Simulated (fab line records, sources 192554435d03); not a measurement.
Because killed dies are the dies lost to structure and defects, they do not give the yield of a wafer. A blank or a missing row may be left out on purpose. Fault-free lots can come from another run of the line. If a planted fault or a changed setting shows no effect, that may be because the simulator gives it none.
fab line records	flow n5Finfet
record lots=24	wafers=72	lastDay=20
route steps=1938 shown BEOL_M5@1172 BEOL_M6@1208
lots that met no fault: taken from a fault-free run of the same line
startH: hours from the record's first day to the start of the lot's first wafer shown	waitH: time in hours since the lot's previous step	" unchanged from the row above	L1.1+2: a row that stands for several wafers	- no value, or no start was given	* or withheld: withheld	< > ~ a bound
route shown NAME@n: NAME is a module with steps in the file, n the number in the route of the first one	usual: mean/standard deviation taken from wafers without a fault	same: alike in all rows	chamber/n: place in a boat	sites: each site's reading	_std_site: standard deviation across them	_edge_site: mean of outer sites minus mean of inner sites	radiusMm: how far each site lies from the wafer's centre	mask NAME#n: copy n	behind: the most recent tool/chamber to have shaped the wafer	hold: why the lot was held/for how many hours/how that ended	device: which transistor (n, p or np) failed to switch	end of line: the tests these same wafers got at the end of their route	a step without rows: its recipe alone	killed: dies lost to structure and defects at the first sort, not the wafer's yield	map: a wafer's dies, marking killed ones x, the rest . and places with no die _
set.NAME: the setting the step ran with; set.NAME@STEP: the setting that earlier step ran with	model.NAME: the simulator's own value behind a step, which no gauge read
one table for each step of the route and one row for each wafer, over a sample of lots
services: a tool's chamber out of use, with start hour (startH, from the record's first day; less than 0 if before it), hours out, and reason
## steps
# step N5_BEOL_M5_ALD_86
# recipe material=TaN	targetThkA=*	tempC=275	aldPrecursorFamily=PDMAT	aldCoReactant=NH3	pressureTorr=3	carrierFlowSccm=1500	pulseTimeS=2	purgeTimeS=3	coReactantPurgeTimeS=2	coReactantPulseTimeS=3	aldCycles=30	precursorVesselTempC=75	precursorVesselPressureTorr=26.25	precursorVesselCarrierSccm=1000
# usual heaterPowerW=434/57	mfcCarrierSccm=1500/4.8
lot.wafer	tool	chamber	startH	waitH	heaterPowerW	mfcCarrierSccm	sinceWetCleanH
L075.2	aldMetal-04	2	195.48	0.0	468	1506	4474
L075.4	"	1	"	"	378	1497	4474
L075.6	"	3	"	"	402	1503	-
L074.4	aldMetal-02	0	196.10	0.2	443	1500	-
L074.5	"	3	"	"	425	1505	-
L074.6	"	1	"	"	551	1492	-
L076.1	aldMetal-02	3	203.47	0.0	424	1500	2943
L076.2	"	0	"	"	439	1498	2943
L076.5	"	0	"	"	435	1505	-
L079.1	aldMetal-02	3	211.27	0.0	423	1496	2951
L079.2	"	1	"	"	575	1503	2951
L079.6	"	2	"	"	401	1499	-
L077.1	aldMetal-02	3	218.77	0.0	439	1508	2959
L077.3	"	1	"	"	573	1494	2959
L077.5	"	2	"	"	403	1506	-
L078.2	aldMetal-02	3	222.82	0.0	429	1494	2963
L078.4	"	3	"	"	420	1503	-
L078.5	"	2	"	"	393	1506	-
L081.3	aldMetal-03	2	230.69	0.1	464	1507	1432
L081.4	"	2	"	"	458	1500	-
L081.5	"	1	"	"	399	1498	-
L080.1	aldMetal-04	2	240.56	0.0	469	1493	4519
L080.3	"	1	"	"	373	1496	4519
L080.6	"	1	"	"	367	1501	-
L082.2	aldMetal-03	1	242.87	0.1	396	1493	1444
L082.3	"	0	"	"	380	1497	1444
L082.5	"	3	"	"	402	1503	-
L083.1	aldMetal-02	1	248.08	0.1	562	1507	2988
L083.5	"	0	"	"	439	1504	-
L083.6	"	1	"	"	559	1496	-
L085.1	aldMetal-03	3	248.43	0.0	402	1494	1450
L085.2	"	2	"	"	441	1496	1450
L085.6	"	2	"	"	443	1503	-
L084.1	aldMetal-03	0	250.44	0.1	382	1503	1452
L084.3	"	2	"	"	457	1496	1452
L084.6	"	0	"	"	378	1504	-
L086.3	aldMetal-04	1	271.91	0.0	371	1503	4550
L086.4	"	2	"	"	466	1504	4550
L086.5	"	3	"	"	406	1501	-
L087.3	aldMetal-03	1	276.70	0.2	399	1501	1478
L087.5	"	1	"	"	394	1499	-
L087.6	"	2	"	"	443	1501	-
L089.1	aldMetal-02	2	276.79	0.2	395	1495	3017
L089.3	"	3	"	"	439	1505	3017
L089.4	"	0	"	"	446	1503	3017
L090.2	aldMetal-03	3	282.95	0.0	394	1501	1484
L090.3	"	0	"	"	373	1499	1484
L090.4	"	2	"	"	453	1497	1484
L088.1	aldMetal-02	2	286.43	0.0	394	1498	3026
L088.2	"	0	"	"	428	1498	3026
L088.5	"	1	"	"	564	1500	-
L091.3	aldMetal-04	2	291.67	0.0	476	1506	4570
L091.5	"	3	"	"	398	1501	-
L091.6	"	0	"	"	431	1507	-
L092.2	aldMetal-03	0	294.87	0.3	376	1502	1496
L092.5	"	0	"	"	388	1501	-
L092.6	"	3	"	"	401	1492	-
L093.1	aldMetal-02	3	307.22	0.1	440	1499	3047
L093.4	"	2	"	"	403	1499	3047
L093.5	"	2	"	"	400	1500	-
L094.1	aldMetal-03	0	307.48	0.0	382	1501	1509
L094.5	"	2	"	"	447	1499	-
L094.6	"	3	"	"	400	1507	-
L095.2	aldMetal-04	2	307.69	0.0	470	1498	4586
L095.3	"	0	"	"	434	1496	4586
L095.5	"	3	"	"	403	1496	-
L096.1	aldMetal-03	2	339.76	0.2	458	1510	1541
L096.3	"	0	"	"	381	1492	1541
L096.5	"	2	"	"	454	1503	-
L097.1	aldMetal-02	2	363.45	0.1	407	1498	3103
L097.2	"	0	"	"	455	1490	3103
L097.3	"	1	"	"	565	1499	3103
# step N5_BEOL_M5_SPUTTER_81
# recipe material=Cu	targetThkA=150	tempC=-20	chamberPressurePa=0.07	powerW=withheld	timeS=27.62
# usual throttleValvePct=30.1/1.1
lot.wafer	tool	chamber	startH	waitH	throttleValvePct
L075.2	pvdSputter-02	-	197.31	0.5	28.9
L075.4	"	-	"	"	28.2
L075.6	"	-	"	"	29.5
L074.4	pvdSputter-03	-	197.89	0.5	29.5
L074.5	"	-	"	"	30.9
L074.6	"	-	"	"	30.3
L076.1	pvdSputter-01	-	205.19	0.5	29.5
L076.2	"	-	"	"	31.7
L076.5	"	-	"	"	31.6
L079.1	pvdSputter-03	-	213.43	0.5	30.5
L079.2	"	-	"	"	29.2
L079.6	"	-	"	"	31.4
L077.1	pvdSputter-02	-	220.35	0.5	28.3
L077.3	"	-	"	"	29.7
L077.5	"	-	"	"	29.3
L078.2	pvdSputter-01	-	224.56	0.5	30.9
L078.4	"	-	"	"	29.3
L078.5	"	-	"	"	30.8
L081.3	pvdSputter-01	-	232.53	0.5	31.3
L081.4	"	-	"	"	29.5
L081.5	"	-	"	"	31.5
L080.1	pvdSputter-02	-	243.63	0.5	29.3
L080.3	"	-	"	"	30.1
L080.6	"	-	"	"	29.3
L082.2	pvdSputter-01	-	244.54	0.5	29.3
L082.3	"	-	"	"	31.1
L082.5	"	-	"	"	29.4
L083.1	pvdSputter-03	-	249.69	0.5	30.6
L083.5	"	-	"	"	30.5
L083.6	"	-	"	"	29.4
L085.1	pvdSputter-02	-	251.60	0.5	30.0
L085.2	"	-	"	"	28.2
L085.6	"	-	"	"	28.3
L084.1	pvdSputter-01	-	252.32	0.5	31.6
L084.3	"	-	"	"	29.4
L084.6	"	-	"	"	30.9
L086.3	pvdSputter-01	-	273.66	0.5	31.2
L086.4	"	-	"	"	31.6
L086.5	"	-	"	"	31.4
L087.3	pvdSputter-01	-	278.58	0.5	29.1
L087.5	"	-	"	"	29.5
L087.6	"	-	"	"	31.3
L089.1	pvdSputter-02	-	278.69	0.6	29.3
L089.3	"	-	"	"	28.4
L089.4	"	-	"	"	29.9
L090.2	pvdSputter-02	-	284.69	0.5	28.4
L090.3	"	-	"	"	29.4
L090.4	"	-	"	"	29.5
L088.1	pvdSputter-01	-	288.19	0.5	31.6
L088.2	"	-	"	"	31.1
L088.5	"	-	"	"	31.8
L091.3	pvdSputter-02	-	293.50	0.5	29.4
L091.5	"	-	"	"	29.5
L091.6	"	-	"	"	28.3
L092.2	pvdSputter-01	-	296.82	0.5	29.3
L092.5	"	-	"	"	31.3
L092.6	"	-	"	"	29.4
L093.1	pvdSputter-03	-	309.02	0.5	30.5
L093.4	"	-	"	"	31.1
L093.5	"	-	"	"	31.5
L094.1	pvdSputter-01	-	309.73	0.5	29.6
L094.5	"	-	"	"	31.4
L094.6	"	-	"	"	29.5
L095.2	pvdSputter-02	-	311.75	0.5	28.0
L095.3	"	-	"	"	30.0
L095.5	"	-	"	"	28.1
L096.1	pvdSputter-02	-	341.39	0.5	29.7
L096.3	"	-	"	"	30.1
L096.5	"	-	"	"	29.6
L097.1	pvdSputter-02	-	365.45	0.5	29.8
L097.2	"	-	"	"	29.4
L097.3	"	-	"	"	27.9
# step N5_BEOL_M5_SPUTTER_83
# recipe material=Cu	targetThkA=150	tempC=-20	chamberPressurePa=0.07	powerW=withheld	timeS=27.62
# usual throttleValvePct=30.1/1.1
lot.wafer	tool	chamber	startH	waitH	throttleValvePct
L075.2	pvdSputter-02	-	198.39	0.5	29.4
L075.4	"	-	"	"	28.0
L075.6	"	-	"	"	29.6
L074.4	pvdSputter-03	-	198.98	0.5	29.3
L074.5	"	-	"	"	31.0
L074.6	"	-	"	"	30.2
L076.1	pvdSputter-01	-	206.28	0.5	29.4
L076.2	"	-	"	"	31.5
L076.5	"	-	"	"	31.5
L079.1	pvdSputter-03	-	214.51	0.5	30.1
L079.2	"	-	"	"	29.6
L079.6	"	-	"	"	31.3
L077.1	pvdSputter-02	-	221.44	0.5	28.2
L077.3	"	-	"	"	29.7
L077.5	"	-	"	"	29.3
L078.2	pvdSputter-01	-	225.65	0.5	30.9
L078.4	"	-	"	"	29.4
L078.5	"	-	"	"	30.5
L081.3	pvdSputter-01	-	233.62	0.5	31.3
L081.4	"	-	"	"	29.6
L081.5	"	-	"	"	31.5
L080.1	pvdSputter-02	-	244.72	0.5	29.6
L080.3	"	-	"	"	30.0
L080.6	"	-	"	"	29.5
L082.2	pvdSputter-01	-	245.63	0.5	29.5
L082.3	"	-	"	"	31.2
L082.5	"	-	"	"	29.5
L083.1	pvdSputter-03	-	250.77	0.5	30.4
L083.5	"	-	"	"	30.3
L083.6	"	-	"	"	29.4
L085.1	pvdSputter-02	-	252.68	0.5	29.7
L085.2	"	-	"	"	28.3
L085.6	"	-	"	"	28.1
L084.1	pvdSputter-01	-	253.41	0.5	31.4
L084.3	"	-	"	"	29.3
L084.6	"	-	"	"	31.1
L086.3	pvdSputter-01	-	274.74	0.5	30.9
L086.4	"	-	"	"	31.5
L086.5	"	-	"	"	31.4
L087.3	pvdSputter-01	-	279.67	0.5	29.4
L087.5	"	-	"	"	29.3
L087.6	"	-	"	"	31.5
L089.1	pvdSputter-02	-	279.91	0.6	29.3
L089.3	"	-	"	"	28.0
L089.4	"	-	"	"	29.9
L090.2	pvdSputter-02	-	285.77	0.5	28.3
L090.3	"	-	"	"	29.4
L090.4	"	-	"	"	29.5
L088.1	pvdSputter-01	-	289.28	0.5	31.9
L088.2	"	-	"	"	31.2
L088.5	"	-	"	"	31.5
L091.3	pvdSputter-02	-	294.59	0.5	29.4
L091.5	"	-	"	"	29.5
L091.6	"	-	"	"	27.7
L092.2	pvdSputter-01	-	297.91	0.5	29.5
L092.5	"	-	"	"	31.2
L092.6	"	-	"	"	29.6
L093.1	pvdSputter-03	-	310.11	0.5	30.3
L093.4	"	-	"	"	30.9
L093.5	"	-	"	"	31.5
L094.1	pvdSputter-01	-	310.82	0.5	29.4
L094.5	"	-	"	"	31.4
L094.6	"	-	"	"	29.7
L095.2	pvdSputter-02	-	312.84	0.5	28.2
L095.3	"	-	"	"	29.8
L095.5	"	-	"	"	28.3
L096.1	pvdSputter-02	-	342.48	0.5	29.4
L096.3	"	-	"	"	29.8
L096.5	"	-	"	"	29.6
L097.1	pvdSputter-02	-	366.54	0.5	29.8
L097.2	"	-	"	"	29.6
L097.3	"	-	"	"	28.0
# step N5_BEOL_M5_ANNEAL_51
# recipe tempC=225	timeS=90	ambient=N2
# usual annealTempC=225.02/0.15	wafer_temp_C_max=226.03/0.27
lot.wafer	tool	chamber	startH	waitH	annealTempC	wafer_temp_C_max
L075.2	rtpAnneal-01	0	200.81	0.1	224.71	226.13
L075.4	"	0	"	"	225.12	226.57
L075.6	"	0	"	"	225.30	225.90
L074.4	rtpAnneal-02	0	202.11	0.8	225.40	226.07
L074.5	"	0	"	"	225.10	226.03
L074.6	"	0	"	"	225.25	226.59
L076.1	rtpAnneal-02	0	208.85	0.3	225.12	226.39
L076.2	"	0	"	"	224.90	226.10
L076.5	"	0	"	"	225.11	225.92
L079.1	rtpAnneal-01	0	217.54	0.7	225.05	226.02
L079.2	"	0	"	"	224.96	225.72
L079.6	"	0	"	"	224.88	226.12
L077.1	rtpAnneal-02	0	223.82	0.1	225.27	226.50
L077.3	"	0	"	"	225.01	225.76
L077.5	"	0	"	"	225.13	226.14
L078.2	rtpAnneal-01	0	228.07	0.1	224.88	225.95
L078.4	"	0	"	"	224.80	226.13
L078.5	"	0	"	"	225.17	225.95
L081.3	rtpAnneal-02	0	236.09	0.1	225.19	226.10
L081.4	"	0	"	"	225.13	226.01
L081.5	"	0	"	"	224.91	226.09
L080.1	rtpAnneal-01	0	247.24	0.2	225.00	225.63
L080.3	"	0	"	"	225.15	225.92
L080.6	"	0	"	"	225.24	225.66
L082.2	rtpAnneal-02	0	248.05	0.1	225.04	226.07
L082.3	"	0	"	"	224.94	226.31
L082.5	"	0	"	"	224.89	225.88
L083.1	rtpAnneal-01	0	253.15	0.1	225.16	225.66
L083.5	"	0	"	"	225.14	225.82
L083.6	"	0	"	"	224.83	225.75
L085.1	rtpAnneal-01	0	255.06	0.1	224.81	225.97
L085.2	"	0	"	"	224.93	225.44
L085.6	"	0	"	"	224.98	225.59
L084.1	rtpAnneal-01	0	257.10	1.4	225.04	225.95
L084.3	"	0	"	"	224.95	225.90
L084.6	"	0	"	"	225.14	225.89
L086.3	rtpAnneal-01	0	277.21	0.1	225.02	226.13
L086.4	"	0	"	"	224.97	225.93
L086.5	"	0	"	"	224.85	225.83
L087.3	rtpAnneal-01	0	282.23	0.2	225.06	226.19
L087.5	"	0	"	"	224.95	225.84
L087.6	"	0	"	"	224.89	225.94
L089.1	rtpAnneal-02	0	282.56	0.1	225.08	227.00
L089.3	"	0	"	"	225.10	225.86
L089.4	"	0	"	"	225.15	226.31
L090.2	rtpAnneal-02	0	288.21	0.1	225.02	226.24
L090.3	"	0	"	"	225.20	226.13
L090.4	"	0	"	"	225.17	225.97
L088.1	rtpAnneal-02	0	291.88	0.3	224.81	226.11
L088.2	"	0	"	"	225.19	225.85
L088.5	"	0	"	"	225.15	226.12
L091.3	rtpAnneal-02	0	297.08	0.2	225.08	225.89
L091.5	"	0	"	"	224.77	226.14
L091.6	"	0	"	"	224.76	226.33
L092.2	rtpAnneal-02	0	300.33	0.1	225.06	226.70
L092.5	"	0	"	"	224.77	226.38
L092.6	"	0	"	"	225.05	226.04
L093.1	rtpAnneal-02	0	312.48	0.1	225.18	226.29
L093.4	"	0	"	"	224.99	225.95
L093.5	"	0	"	"	224.81	226.45
L094.1	rtpAnneal-01	0	313.20	0.1	225.14	226.11
L094.5	"	0	"	"	224.97	226.16
L094.6	"	0	"	"	225.03	226.03
L095.2	rtpAnneal-02	0	315.26	0.1	224.92	226.23
L095.3	"	0	"	"	224.89	226.06
L095.5	"	0	"	"	224.84	226.17
L096.1	rtpAnneal-02	0	344.88	0.1	224.79	225.94
L096.3	"	0	"	"	225.32	225.94
L096.5	"	0	"	"	224.88	226.49
L097.1	rtpAnneal-01	0	368.92	0.1	225.19	225.54
L097.2	"	0	"	"	225.14	225.33
L097.3	"	0	"	"	224.91	225.55
# step N5_BEOL_M6_OVL_MEAS_12
# recipe pointsPerWafer=44
# usual M6_OVL=-0.3/0.67
lot.wafer	tool	chamber	startH	waitH	M6_OVL[nm]
L075.2	overlay-02	0	203.64	0.0	0.2
L075.4	"	0	"	"	0.6
L075.6	"	0	"	"	0.3
L074.4	overlay-02	0	204.10	0.0	-0.4
L074.5	"	0	"	"	-1.0
L074.6	"	0	"	"	-0.4
L076.1	overlay-02	0	211.40	0.0	0.2
L076.2	"	0	"	"	-0.3
L076.5	"	0	"	"	0.6
L079.1	overlay-02	0	219.59	0.0	1.0
L079.2	"	0	"	"	1.1
L079.6	"	0	"	"	0.7
L077.1	overlay-02	0	227.53	0.0	-0.9
L077.3	"	0	"	"	-0.6
L077.5	"	0	"	"	-0.9
L078.2	overlay-01	0	232.97	0.0	-0.6
L078.4	"	0	"	"	-0.5
L078.5	"	0	"	"	0.1
L081.3	overlay-02	0	239.82	0.0	-0.1
L081.4	"	0	"	"	1.3
L081.5	"	0	"	"	-0.1
L080.1	overlay-01	0	250.94	0.0	-0.8
L080.3	"	0	"	"	0.0
L080.6	"	0	"	"	-0.1
L082.2	overlay-02	0	251.10	0.0	0.5
L082.3	"	0	"	"	0.0
L082.5	"	0	"	"	0.0
L083.1	overlay-02	0	255.58	0.0	1.0
L083.5	"	0	"	"	0.8
L083.6	"	0	"	"	0.0
L085.1	overlay-01	0	258.76	0.0	-1.0
L085.2	"	0	"	"	-0.8
L085.6	"	0	"	"	-0.5
L084.1	overlay-01	0	259.22	0.0	0.2
L084.3	"	0	"	"	0.1
L084.6	"	0	"	"	-1.0
L086.3	overlay-01	0	282.10	0.0	1.1
L086.4	"	0	"	"	-0.1
L086.5	"	0	"	"	-0.2
L087.3	overlay-02	0	286.07	0.0	0.7
L087.5	"	0	"	"	-0.8
L087.6	"	0	"	"	-1.0
L089.1	overlay-01	0	286.43	0.0	0.1
L089.3	"	0	"	"	-0.4
L089.4	"	0	"	"	-0.2
L090.2	overlay-01	0	291.25	0.0	-0.4
L090.3	"	0	"	"	-1.3
L090.4	"	0	"	"	-0.7
L088.1	overlay-02	0	295.38	0.0	-2.0
L088.2	"	0	"	"	-0.7
L088.5	"	0	"	"	-0.6
L091.3	overlay-01	0	300.57	0.0	-1.2
L091.5	"	0	"	"	-1.2
L091.6	"	0	"	"	0.0
L092.2	overlay-01	0	303.23	0.0	0.4
L092.5	"	0	"	"	0.5
L092.6	"	0	"	"	0.1
L093.1	overlay-02	0	315.80	0.0	-0.7
L093.4	"	0	"	"	-1.3
L093.5	"	0	"	"	-0.5
L094.1	overlay-02	0	315.97	0.0	-0.2
L094.5	"	0	"	"	0.2
L094.6	"	0	"	"	-0.9
L095.2	overlay-01	0	317.94	0.0	-0.8
L095.3	"	0	"	"	-0.2
L095.5	"	0	"	"	0.4
L096.1	overlay-02	0	347.45	0.0	0.5
L096.3	"	0	"	"	-0.5
L096.5	"	0	"	"	-0.2
L097.1	overlay-02	0	375.61	0.0	-1.6
L097.2	"	0	"	"	-1.6
L097.3	"	0	"	"	-0.9
# step N5_BEOL_M6_CD_MEAS_28
# recipe targetCdNm=40	landingEnergyEv=500	detector=seInlens
# usual cdNm=40.04/0.23
lot.wafer	tool	chamber	startH	waitH	cdNm
L075.2	cdSem-02	0	204.51	-	40.07
L075.4	"	0	"	"	40.12
L075.6	"	0	"	"	39.89
L074.4	cdSem-01	0	205.76	-	40.07
L074.5	"	0	"	"	39.89
L074.6	"	0	"	"	39.68
L076.1	cdSem-03	0	213.31	-	39.97
L076.2	"	0	"	"	40.36
L076.5	"	0	"	"	40.37
L079.1	cdSem-03	0	221.42	-	40.13
L079.2	"	0	"	"	40.33
L079.6	"	0	"	"	39.87
L077.1	cdSem-02	0	231.18	-	40.09
L077.3	"	0	"	"	39.82
L077.5	"	0	"	"	40.23
L078.2	cdSem-03	0	235.33	-	40.21
L078.4	"	0	"	"	40.09
L078.5	"	0	"	"	40.03
L081.3	cdSem-02	0	242.43	-	39.74
L081.4	"	0	"	"	40.30
L081.5	"	0	"	"	39.63
L080.1	cdSem-03	0	252.59	-	39.97
L080.3	"	0	"	"	40.35
L080.6	"	0	"	"	40.07
L082.2	cdSem-01	0	254.15	-	40.29
L082.3	"	0	"	"	39.62
L082.5	"	0	"	"	40.33
L083.1	cdSem-03	0	257.40	-	40.24
L083.5	"	0	"	"	39.90
L083.6	"	0	"	"	39.84
L085.1	cdSem-02	0	260.91	-	40.10
L085.2	"	0	"	"	40.18
L085.6	"	0	"	"	40.30
L084.1	cdSem-03	0	261.00	-	40.13
L084.3	"	0	"	"	39.69
L084.6	"	0	"	"	40.17
L086.3	cdSem-02	0	283.53	-	40.18
L086.4	"	0	"	"	39.88
L086.5	"	0	"	"	40.03
L087.3	cdSem-03	0	289.63	-	40.23
L087.5	"	0	"	"	39.86
L087.6	"	0	"	"	40.09
L089.1	cdSem-03	0	289.92	-	40.09
L089.3	"	0	"	"	40.31
L089.4	"	0	"	"	39.93
L090.2	cdSem-03	0	294.45	-	39.96
L090.3	"	0	"	"	40.37
L090.4	"	0	"	"	40.08
L088.1	cdSem-03	0	296.21	-	40.04
L088.2	"	0	"	"	40.01
L088.5	"	0	"	"	40.22
L091.3	cdSem-03	0	301.52	-	40.23
L091.5	"	0	"	"	40.08
L091.6	"	0	"	"	40.25
L092.2	cdSem-02	0	304.14	-	39.73
L092.5	"	0	"	"	39.88
L092.6	"	0	"	"	40.44
L093.1	cdSem-02	0	320.21	-	39.75
L093.4	"	0	"	"	39.51
L093.5	"	0	"	"	39.61
L094.1	cdSem-03	0	320.25	-	39.88
L094.5	"	0	"	"	40.17
L094.6	"	0	"	"	39.78
L095.2	cdSem-01	0	322.32	-	39.98
L095.3	"	0	"	"	39.93
L095.5	"	0	"	"	39.49
L096.1	cdSem-03	0	350.33	-	39.97
L096.3	"	0	"	"	39.85
L096.5	"	0	"	"	39.94
L097.1	cdSem-02	0	378.77	-	40.03
L097.2	"	0	"	"	40.36
L097.3	"	0	"	"	40.47
## services
tool	chamber	startH	hours	kind
aldMetal-02	2	184.95	24.6	repair
aldMetal-04	-	202.09	0.4	repair
aldMetal-02	0	206.00	27.8	repair
rtpAnneal-01	-	213.20	3.0	pm
aldMetal-03	3	229.57	6.1	repair
aldMetal-03	-	236.13	1.1	repair
aldMetal-02	2	257.74	11.7	repair
aldMetal-03	-	260.28	2.8	pm
aldMetal-03	0	265.40	12.5	repair
aldMetal-04	-	274.15	14.6	pm
aldMetal-03	1	289.38	26.9	repair
pvdSputter-02	-	301.83	7.9	repair
aldMetal-02	1	327.40	21.6	repair
aldMetal-02	2	329.68	6.1	repair
aldMetal-04	0	345.80	3.5	repair
## key
fault none
